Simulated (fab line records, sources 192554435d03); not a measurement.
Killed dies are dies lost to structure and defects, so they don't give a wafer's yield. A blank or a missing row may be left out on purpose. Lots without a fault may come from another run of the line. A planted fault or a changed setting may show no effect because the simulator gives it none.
fab line records | flow n5_finfet
record lots=10 wafers=27 last_day=19
route steps=1938 shown BEOL_M0_SAQP@675 BEOL_M0_CUTY@702 BEOL_M4@1111 PASSIVATION@1936
lots that met no fault: from a run of the same line without faults
start_h: hours from the record's first day to the start of the lot's first wafer shown | wait_h: hours since the lot's step before | " the same as in the row above | L1.1+2: a row that stands for several wafers | - no value, or no start given | * or withheld: withheld | < > ~ a bound
route shown NAME@n: a module of which the file shows steps, and the number in the route of the first | usual: mean/standard deviation of fault-free wafers | same: alike in all rows | chamber/n: place in a boat | sites: the reading at each site | _std_site: their standard deviation | _edge_site: outer sites' mean less inner sites' | radius_mm: how far each site lies from the wafer's centre | mask NAME#n: copy n | behind: the tool/chamber that last shaped the wafer | hold: why the lot was held/for how many hours/how that ended | device: the transistor (n, p or np) that didn't switch | end of line: the same wafers' tests at the end of the route | a step without rows: its recipe alone | killed: dies lost to structure and defects at the first sort, not the wafer's yield | map: a wafer's dies, x killed, . not, _ none there
set.NAME: the setting as run; set.NAME@STEP: as run at that earlier step | model.NAME: the simulator's own value behind a step, which no gauge read
steps of the route over a sample of lots; a table a step, a row a wafer
services: from which hour (start_h, from the record's first day; less than 0 if before it) a tool's chamber was out of use, for how many hours, and why
## steps
# step N5_BEOL_M0_SAQP_RECESS_109
# recipe chemistry=HF/NH3 target=SiO2 target_depth_a=30 afs_cycles=1 temp_c=30 sublimation_temp_c=180 sublimation_time_s=60
# usual drypump_motor_current_A=5.70/0.26
# columns lot.wafer tool chamber start_h wait_h drypump_motor_current_A
L567.4 vapor_etch-01 1 136.18 0.1 5.83
L567.5 " 1 " " 5.80
L567.6 " 0 " " 5.76
L566.1 vapor_etch-02 1 141.56 0.0 5.96
L566.3 " 1 " " 5.96
L566.6 " 1 " " 5.95
L568.1 vapor_etch-02 1 142.16 0.0 5.95
L568.3 " 0 " " 5.25
L568.4 " 1 " " 5.95
L569.3 vapor_etch-02 1 146.83 0.1 5.93
L569.4 " 0 " " 5.23
L569.5 " 1 " " 5.93
L571.2 vapor_etch-01 1 160.50 0.0 5.81
L571.3 " 0 " " 5.74
L571.6 " 1 " " 5.81
L578.3 vapor_etch-01 1 202.52 0.1 5.80
L578.4 " 0 " " 5.85
L581.2 vapor_etch-01 0 221.93 0.0 5.76
L581.4 " 0 " " 5.82
L581.6 " 1 " " 5.82
L582.1 vapor_etch-02 1 227.07 0.0 5.96
L582.5 " 0 " " 5.24
L582.6 " 1 " " 5.94
L584.1 vapor_etch-01 0 239.55 0.0 5.72
L584.4 " 0 " " 5.76
L586.4 vapor_etch-01 0 250.35 0.1 5.76
L586.5 " 0 " " 5.77
# step N5_BEOL_M0_CUTY_COAT_51
# recipe resist=CAR-ArF-block spin_rpm=1500 resist_thk_nm=150
# usual spin_speed_rpm=1500.1/0.82
# columns lot.wafer tool chamber start_h wait_h spin_speed_rpm
L567.4 litho_track-04 0 138.61 - 1500.0
L567.5 " 0 " " 1499.3
L567.6 " 0 " " 1500.1
L566.1 litho_track-01 0 144.02 - 1500.2
L566.3 " 0 " " 1499.9
L566.6 " 0 " " 1500.5
L568.1 litho_track-04 0 144.74 - 1499.6
L568.3 " 0 " " 1499.2
L568.4 " 0 " " 1500.1
L569.3 litho_track-01 0 149.07 - 1499.4
L569.4 " 0 " " 1499.0
L569.5 " 0 " " 1499.6
L571.2 litho_track-05 0 162.87 - 1498.7
L571.3 " 0 " " 1499.7
L571.6 " 0 " " 1500.1
L578.3 litho_track-01 0 206.18 - 1501.3
L578.4 " 0 " " 1501.0
L581.2 litho_track-04 0 224.21 - 1437.4
L581.4 " 0 " " 1436.7
L581.6 " 0 " " 1436.8
L582.1 litho_track-04 0 229.58 - 1437.2
L582.5 " 0 " " 1438.3
L582.6 " 0 " " 1437.1
L584.1 litho_track-05 0 242.11 - 1501.9
L584.4 " 0 " " 1499.6
L586.4 litho_track-01 0 253.59 - 1499.0
L586.5 " 0 " " 1499.9
# step N5_BEOL_M0_CUTY_CD_MEAS_57
# recipe target_cd_nm=200 landing_energy_ev=500 detector=se_inlens polarity=line
# usual cd_nm=199.9/1.3
# columns lot.wafer tool chamber start_h wait_h cd_nm
L567.4 cd_sem-01 0 138.83 - 199.7
L567.5 " 0 " " 200.1
L567.6 " 0 " " 201.2
L566.1 cd_sem-02 0 144.37 - 198.5
L566.3 " 0 " " 199.1
L566.6 " 0 " " 198.3
L568.1 cd_sem-02 0 144.96 - 199.2
L568.3 " 0 " " 201.0
L568.4 " 0 " " 199.7
L569.3 cd_sem-01 0 149.42 - 199.9
L569.4 " 0 " " 199.5
L569.5 " 0 " " 198.9
L571.2 cd_sem-01 0 163.09 - 198.0
L571.3 " 0 " " 199.0
L571.6 " 0 " " 198.4
L578.3 cd_sem-01 0 206.40 - 200.8
L578.4 " 0 " " 202.5
L581.2 cd_sem-01 0 224.44 - 198.2
L581.4 " 0 " " 197.7
L581.6 " 0 " " 198.7
L582.1 cd_sem-02 0 229.92 - 198.5
L582.5 " 0 " " 200.1
L582.6 " 0 " " 199.2
L584.1 cd_sem-01 0 242.45 - 198.4
L584.4 " 0 " " 199.1
L586.4 cd_sem-01 0 253.81 - 202.3
L586.5 " 0 " " 201.5
# step N5_BEOL_M0_CUTY_DESCUM_61
# recipe chemistry=O2 time_s=7.9 source_power_w=50 bias_power_w=20 pressure_mtorr=20 rf_frequency_hz=2.712e+07 temp_c=40 resist=CAR-ArF-block o2_flow_sccm=225
# usual chamber_pressure_mTorr=19.998/0.019 drypump_motor_current_A=5.6/0.54 oes_product_au=0.78/0.082 rf_vpp_V=243.4/1.1 showerhead_plenum_p_Torr=2.11/0.06 throttle_valve_pct=20.4/0.33
# columns lot.wafer tool chamber start_h wait_h chamber_pressure_mTorr drypump_motor_current_A oes_product_au rf_hours_counter_h rf_vpp_V showerhead_plenum_p_Torr throttle_valve_pct
L567.4 rie_diel-02 3 139.35 0.5 20.014 5.3 0.67 237 242.9 2.17 20.8
L567.5 " 2 " " 19.994 5.1 0.71 - 246.0 2.17 20.6
L567.6 " 1 " " 19.999 5.8 0.77 - 243.7 2.13 20.8
L566.1 rie_diel-02 0 144.53 0.0 20.012 6.2 0.70 207 243.3 2.18 21.0
L566.3 " 2 " " 19.987 5.1 0.70 182 244.0 2.17 20.6
L566.6 " 3 " " 19.999 5.3 0.67 - 242.4 2.16 20.8
L568.1 rie_diel-06 1 145.05 0.0 19.980 6.5 0.86 63 243.3 2.13 20.0
L568.3 " 0 " " 20.004 5.3 0.76 165 245.7 2.14 20.4
L568.4 " 3 " " 20.044 4.8 0.93 - 243.1 2.06 19.9
L569.3 rie_diel-06 3 149.50 0.0 20.024 4.8 0.93 22 242.8 2.05 19.9
L569.4 " 1 " " 19.989 6.5 0.86 - 244.6 2.12 20.0
L569.5 " 3 " " 19.984 4.8 0.92 - 243.8 2.05 19.9
L571.2 rie_diel-02 0 163.63 0.5 20.000 6.2 0.70 213 243.0 2.18 21.0
L571.3 " 1 " " 20.005 5.7 0.77 129 243.0 2.12 20.8
L571.6 " 3 " " 20.024 5.3 0.67 - 243.3 2.16 20.8
L578.3 rie_diel-05 2 206.49 0.0 20.014 5.9 0.84 66 243.2 2.04 20.2
L578.4 " 1 " " 20.021 4.9 0.70 195 242.2 2.08 20.2
L581.2 rie_diel-05 1 224.53 0.0 20.003 4.9 0.70 203 243.7 2.08 20.2
L581.4 " 0 " " 20.021 6.3 0.78 136 243.0 1.98 20.1
L581.6 " 1 " " 19.986 4.9 0.70 - 242.4 2.08 20.2
L582.1 rie_diel-06 1 230.01 0.0 19.988 6.5 0.82 92 244.2 2.12 20.0
L582.5 " 0 " " 19.995 5.3 0.73 - 243.8 2.13 20.4
L582.6 " 1 " " 19.994 6.5 0.82 - 242.9 2.12 20.0
L584.1 rie_diel-06 2 242.57 0.1 19.971 5.4 0.93 24 244.1 2.15 20.5
L584.4 " 1 " " 19.975 6.5 0.82 96 243.2 2.11 20.0
L586.4 rie_diel-06 2 253.93 0.0 19.988 5.4 0.91 29 243.8 2.14 20.5
L586.5 " 2 " " 20.031 5.4 0.92 - 243.9 2.14 20.5
# step N5_BEOL_M4_RC_MEAS_101
# usual DIBL_N=36.5/2.2 DIBL_P=36.9/2.9 IOFF_N=0.17/0.044 IOFF_P=0.22/0.052 ION_N=671/16 ION_P=461/10 SS_N=71.6/0.73 SS_P=73.5/0.79 VT_N=250/4.1 VT_P=-250/4.1
# columns lot.wafer tool chamber start_h wait_h DIBL_N[mV/V] DIBL_P[mV/V] IOFF_N[nA/um] IOFF_P[nA/um] ION_N[uA/um] ION_P[uA/um] SS_N[mV/dec] SS_P[mV/dec] VT_N[mV] VT_P[mV]
L566.1 prober-01 0 207.00 0.0 37.2 35.2 0.16 0.19 653 439 72.2 72.8 253 -253
L566.3 " 0 " " 35.6 36.2 0.14 0.22 658 462 71.2 72.7 254 -250
L566.6 " 0 " " 36.1 35.9 0.15 0.22 670 457 71.4 73.2 253 -251
L568.1 prober-02 0 207.74 0.0 36.2 37.7 0.19 0.27 680 476 71.6 73.3 245 -245
L568.3 " 0 " " 35.3 36.1 0.17 0.24 671 462 70.7 73.0 249 -247
L568.4 " 0 " " 36.0 37.1 0.16 0.24 668 467 71.7 74.0 251 -249
L567.4 prober-02 0 209.55 0.5 35.4 33.8 0.14 0.16 645 443 71.9 72.2 251 -253
L567.5 " 0 " " 36.6 36.8 0.15 0.21 653 449 72.1 73.5 252 -249
L567.6 " 0 " " 31.5 31.6 0.09 0.14 640 446 70.9 71.8 257 -253
L569.3 prober-01 0 213.08 0.3 37.5 38.7 0.20 0.24 692 466 72.0 74.6 246 -251
L569.4 " 0 " " 34.3 35.8 0.14 0.20 654 450 71.6 73.7 253 -252
L569.5 " 0 " " 36.0 36.9 0.16 0.20 671 457 72.1 73.9 251 -249
L571.2 prober-01 0 242.80 0.2 35.8 35.2 0.14 0.19 670 454 71.9 73.4 253 -253
L571.3 " 0 " " 37.1 38.6 0.16 0.24 652 453 72.5 73.8 248 -250
L571.6 " 0 " " 34.8 32.0 0.13 0.14 638 436 72.4 72.6 258 -258
L578.3 prober-01 0 291.50 0.6 38.2 39.8 0.20 0.25 684 468 72.4 73.7 249 -249
L578.4 " 0 " " 37.5 38.9 0.18 0.24 670 459 72.2 73.6 249 -251
L582.1 prober-02 0 296.85 0.0 38.8 40.5 0.21 0.25 686 460 72.5 73.7 245 -250
L582.5 " 0 " " 34.6 34.3 0.13 0.16 652 445 71.5 72.7 253 -253
L582.6 " 0 " " 36.5 37.3 0.18 0.20 669 453 71.7 73.7 245 -250
L581.2 prober-01 0 297.22 0.2 32.5 32.7 0.11 0.14 658 455 69.8 71.9 252 -255
L581.4 " 0 " " 40.5 41.8 0.22 0.26 677 461 72.3 75.3 247 -249
L581.6 " 0 " " 35.3 35.7 0.14 0.18 657 453 70.3 73.5 251 -253
L584.1 prober-02 0 318.22 0.0 38.1 37.4 0.16 0.24 648 447 71.6 74.0 252 -250
L584.4 " 0 " " 36.0 34.1 0.12 0.16 654 448 71.5 72.8 256 -254
L586.4 prober-01 0 340.80 0.5 40.2 42.9 0.23 0.29 669 456 72.3 74.7 248 -247
L586.5 " 0 " " 42.3 44.0 0.28 0.33 702 471 73.4 75.0 242 -243
# step N5_PASSIVATION_PROBE_49
# usual defect_limited_yield=91.3/1.4 killed_at_M0_to_M3=36/10 killed_at_M4_up=13/5.4 killed_at_contacts=12/5.3 killed_at_front_end=39/10 killed_at_other=3.2/2.7 killed_dies=103/16 killed_open=68/13 killed_short=33/6.6 sort_bin_4_leakage=0.01/0.031 sort_bin_5_function=5.1/0.92 sort_bin_6_memory=3.3/0.68 sort_bin_8_speed=0.1/0.41 sort_n_pass=1077/17 sort_yield_pct=91.2/1.4
# same gross_dies=1180 killed_at_back_side=0
# columns lot.wafer tool chamber start_h wait_h defect_limited_yield[%] killed_at_M0_to_M3 killed_at_M4_up killed_at_contacts killed_at_front_end killed_at_other killed_dies killed_open killed_short sort_bin_4_leakage[%] sort_bin_5_function[%] sort_bin_6_memory[%] sort_bin_8_speed[%] sort_n_pass sort_yield_pct[%]
L582.1 prober-02 - 412.14 0.0 90.8 45 15 6 40 2 108 67 37 0 5.8 3.1 0 1072 90.8
# killed by level:class
L582.1 BEOL_M1:geometric_particle:open=13 BEOL_M3:geometric_particle:open=13 FIN_SAQP:geometric_particle:short=9 FIN_SAQP:geometric_particle:open=9 BEOL_M4:geometric_particle:open=8 STI_FIN_REVEAL:geometric_particle:open=6 BEOL_M2:geometric_particle:short=5 BEOL_M0_SAQP:geometric_particle:short=4
## services
# columns tool chamber start_h hours kind
rie_diel-05 1 121.32 1.8 repair
rie_diel-06 2 144.60 - clean
rie_diel-06 2 144.60 - consumable_replace:focus_ring
rie_diel-06 2 144.60 14.3 scheduled_down
rie_diel-06 2 144.60 14.3 vent_cycle
rie_diel-06 1 173.12 2.4 repair
rie_diel-06 0 174.16 8.3 repair
rie_diel-02 3 177.94 - clean
rie_diel-02 3 177.94 - consumable_replace:focus_ring
rie_diel-02 3 177.94 17.6 scheduled_down
rie_diel-02 3 177.94 17.6 vent_cycle
rie_diel-05 3 211.18 8.2 repair
rie_diel-05 3 228.10 - clean
rie_diel-05 3 228.10 - consumable_replace:esc
rie_diel-05 3 228.10 - consumable_replace:focus_ring
rie_diel-05 3 228.10 26.0 scheduled_down
rie_diel-05 3 228.10 26.0 vent_cycle
rie_diel-05 1 231.51 7.3 repair
## key
first_sign step=N5_BEOL_M0_CUTY_COAT_51 reading=spin_speed_rpm direction=down sigmas=76 usual=* struck=*
effect none on later readings
met_at N5_BEOL_M0_CUTY_COAT_51
struck_lots L581,L582
not_acting_at N5_BEOL_M0_SAQP_RECESS_109,N5_BEOL_M0_CUTY_CD_MEAS_57,N5_BEOL_M0_CUTY_DESCUM_61
onset_between 144.74 224.21
fault kind=process_parameter_drift tool=litho_track-04 chamber=- onset_h=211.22 steps=N5_BEOL_M0_CUTY_COAT_51 channel=spin_rpm offset=* shape=step end_h=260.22 acts_in=* stated=*
